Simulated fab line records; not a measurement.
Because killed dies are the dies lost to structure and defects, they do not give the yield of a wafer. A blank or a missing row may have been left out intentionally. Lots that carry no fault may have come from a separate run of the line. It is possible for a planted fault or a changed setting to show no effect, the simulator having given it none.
Matching of chambers    flow nand-harc    rie-diel-07 running NHARC_A_CONTACT_DESCUM_74: 4 sister chambers
The step chemistry O2, time 3 s. 4 wafers are shown with their chamber, then 12 later ones without.

== EACH WAFER AND ITS CHAMBER ==
wafer   chamber  showerhead-plenum-p-Torr (Torr)
L085.1  0        1.99
L086.1  1        1.99
L086.5  3        1.95
L086.6  2        2.06

== WAFERS WHOSE CHAMBER IS MISSING ==
wafer   showerhead-plenum-p-Torr (Torr)
L088.3  1.95
L088.5  1.99
L088.6  1.95
L089.3  2.05
L089.4  1.95
L089.6  2.05
L090.2  1.99
L090.4  1.99
L090.5  2.05
L097.2  2.05
L097.3  1.95
L097.5  2.05

== WHICH CHAMBER EACH ONE RAN IN ==
wafer   from the rows above      in truth
L088.3  3                        3
L088.5  can't be placed: 0 or 1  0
L088.6  3                        3
L089.3  2                        2
L089.4  3                        3
L089.6  2                        2
L090.2  can't be placed: 0 or 1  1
L090.4  can't be placed: 0 or 1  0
L090.5  2                        2
L097.2  2                        2
L097.3  3                        3
L097.5  2                        2
Correctly placed: 9 of 12. Not placeable from these rows: 3 (in 3, the candidates include the true chamber). Number placed wrongly: 0.
How it was worked out, from the rows above alone: a wafer's distance from a chamber is the root of the sum, over the readings, of the square of ((its reading less the chamber's mean) divided by the reading's scatter). The wafer belongs to the nearest chamber; if the next one is less than 2 further off, it can't be placed. The mean given for a chamber averages the wafers shown for that chamber. The scatter: with one shown wafer a chamber, the root of the mean of the squares of how far each hidden wafer lies from its nearest shown one.
